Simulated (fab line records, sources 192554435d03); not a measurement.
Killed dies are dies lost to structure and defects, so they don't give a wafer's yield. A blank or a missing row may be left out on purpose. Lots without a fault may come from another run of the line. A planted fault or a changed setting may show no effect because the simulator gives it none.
A struck lot beside a sound one | flow n5_finfet | 40 steps out of a route of 1938
Sound: wafers L970.1, L970.4, L970.6. Struck: wafers L959.3, L959.4, L959.6. The cause comes at the end.
At each step with rows: each side's tool, then ch and its chambers, then its first start. Under that, the readings that differ: sound wafers | struck wafers | difference of the means | sigmas: that difference in standard deviations of wafers without a fault.
alike: readings whose means differ by less than 2 such deviations, and words and numbers that are the same on both sides. not compared: withheld readings, readings that some wafer has no value for, bounds like >300 that may hide the same value, and numbers for which the record gives no deviation and whose values overlap.
The two part at a step that has a row with sigmas, a row that says differs or no value, or rows on one side only. Numbers that don't overlap but have no deviation are shown without sigmas and don't part them. A reading that every wafer of one side lacks parts them only if that side has two wafers or more.

first, 12 steps without rows for these wafers: N5_SD_EPI_N_STRIP_36 (strips in N2/H2); N5_SD_EPI_N_ETCHBACK_44 (etches SiNx in CH3F/O2, stops on SiO2, target depth 14.5 nm); N5_SD_EPI_N_ETCH_45 (etches SiOCN in CH3F/O2, target depth 6 nm); N5_SD_EPI_N_ETCH_16 (etches SiO2 in CHF3/O2, target depth 5 nm); N5_SD_EPI_N_STRIP_47 (strips in CHF3/O2); N5_SD_EPI_N_SD_RECESS_17 (chemistry HBr/Cl2/O2, target depth 41 nm, time 23.7 s, bt time 3 s); N5_SD_EPI_N_STRIP_38 (strips in N2/H2); N5_SD_EPI_N_WET_ETCH_43 (etches SiO2 in dHF, time 14 s, target depth 1.5 nm); N5_SD_EPI_N_STRIP_18 (strips in SPM, time 750 s); N5_SD_EPI_N_SRD_20 (time 30 s); N5_SD_EPI_N_PRECLEAN_48 (cleans in NF3:NH3, afs cycles 2, time 20 s, sublimation time 60 s); N5_SD_EPI_N_VAPOR_ETCH_50 (etches Si in HCl, time 54 s).
N5_SD_EPI_N_EPI_21: deposits Si:P, time 690 s.
  sound on epi_rpcvd-04 ch 0, day 8 14:29; struck on epi_rpcvd-02 ch 0, day 5 22:18
then, 24 steps without rows for these wafers: N5_SD_EPI_N_PRECLEAN_24 (cleans in O3/DIW, time 60 s); N5_SD_EPI_N_SRD_25 (time 30 s); N5_SD_EPI_N_PRECLEAN_49 (cleans in NF3:NH3, afs cycles 1, time 20 s, sublimation time 60 s); N5_SD_EPI_N_LINER_46 (material SiNx, target thk 3 nm); N5_SD_EPI_P_COAT_34 (time 60 s, resist thk 350 nm); N5_SD_EPI_P_COAT_35 (time 60 s, resist thk 35 nm); N5_SD_EPI_P_COAT_03 (resist thk 150 nm); N5_SD_EPI_P_EBR_05; N5_SD_EPI_P_SOFTBAKE_04 (time 60 s); N5_SD_EPI_P_EXPOSE_06 (exposes mask SD P BLK, target cd 240 nm); N5_SD_EPI_P_PEB_07 (peb time 60 s); N5_SD_EPI_P_DEVELOP_08 (develop time 30 s); N5_SD_EPI_P_DESCUM_14 (chemistry O2, time 7.9 s); N5_SD_EPI_P_ETCH_36 (etches SiARC in CF4, target depth 45.5 nm, time 75.8 s); N5_SD_EPI_P_ETCH_37 (etches SOC in N2/H2, overetch 108 nm, time 486 s); N5_SD_EPI_P_STRIP_38 (strips in N2/H2); N5_SD_EPI_P_ETCHBACK_46 (etches SiNx in CH3F/O2, stops on SiO2, target depth 17.5 nm); N5_SD_EPI_P_ETCH_47 (etches SiOCN in CH3F/O2, target depth 25 nm); N5_SD_EPI_P_ETCH_16 (etches SiO2 in CHF3/O2, target depth 5 nm); N5_SD_EPI_P_STRIP_50 (strips in CHF3/O2); N5_SD_EPI_P_SD_RECESS_17 (chemistry HBr/Cl2/O2, target depth 39.1 nm, bt time 3 s); N5_SD_EPI_P_WET_ETCH_45 (etches SiO2 in dHF, time 10.7 s, target depth 2 nm, rinse time 30 s); N5_SD_EPI_P_STRIP_40 (strips in N2/H2); N5_SD_EPI_P_PRECLEAN_52 (cleans in O3/DIW, time 60 s).
N5_SD_ACTIVATION_RS_MEAS_03: measures by four-point-probe.
  sound on film_metro-01, day 8 22:06; struck on film_metro-01, day 6 05:26
  reading          | sound             | struck            | difference | sigmas
  RS_SD_N (ohm/sq) | 21.76 21.72 21.81 | 23.42 23.30 23.45 | +1.63      | +6
  alike: RS_SD_P
-- the record jumps here: 6 days lie between the struck wafers' starts before and after (it left off in module SD_ACTIVATION and takes up again in module BEOL_M4, whose first step shown is number 1111 of the route) --
N5_BEOL_M4_RC_MEAS_101:
  sound on prober-01 ch 0, day 13 19:02; struck on prober-02 ch 0, day 11 23:01
  reading             | sound             | struck            | difference | sigmas
  DIBL_N (mV/V)       | 36.3 38.2 37.5    | 33.3 32.6 33.1    | -4.3       | -3
  IOFF_N (nA/um)      | 0.157 0.188 0.187 | 0.113 0.109 0.114 | -0.065     | -3
  ION_N (uA/um)       | 671 673 684       | 648 648 649       | -28        | -3
  RC_DENSE_N (ohm.um) | 18.8 19.1 19.3    | 21.0 21.0 20.9    | +1.9       | +5
  RC_N (ohm.um)       | 15.25 15.59 15.67 | 17.07 17.24 16.92 | +1.57      | +6
  REXT_N (ohm.um)     | 74.4 75.3 74.8    | 83.2 83.8 82.8    | +8.4       | +5
  RS_SD_N (ohm/sq)    | 27.9 28.2 28.2    | 30.4 30.5 30.5    | +2.4       | +7
  SS_N (mV/dec)       | 71.9 72.2 72.4    | 70.8 71.4 71.3    | -1.0       | -2
  VT_N (mV)           | 249.4 249.9 247.9 | 256.8 257.4 256.6 | +7.9       | +3
  alike: DIBL_P, IOFF_P, ION_P, SS_P, VT_P
-- the record jumps here: 4 days lie between the struck wafers' starts before and after (it left off in module BEOL_M4 and takes up again in module PASSIVATION, whose first step shown is number 1936 of the route) --
N5_PASSIVATION_PROBE_49:
  the record has rows for the struck wafers here (prober-02, day 16 01:29) and none for the sound ones

WHERE THEY PART
First at N5_SD_ACTIVATION_RS_MEAS_03; last, within this record, at N5_PASSIVATION_PROBE_49.

WHY: what the simulator had put in
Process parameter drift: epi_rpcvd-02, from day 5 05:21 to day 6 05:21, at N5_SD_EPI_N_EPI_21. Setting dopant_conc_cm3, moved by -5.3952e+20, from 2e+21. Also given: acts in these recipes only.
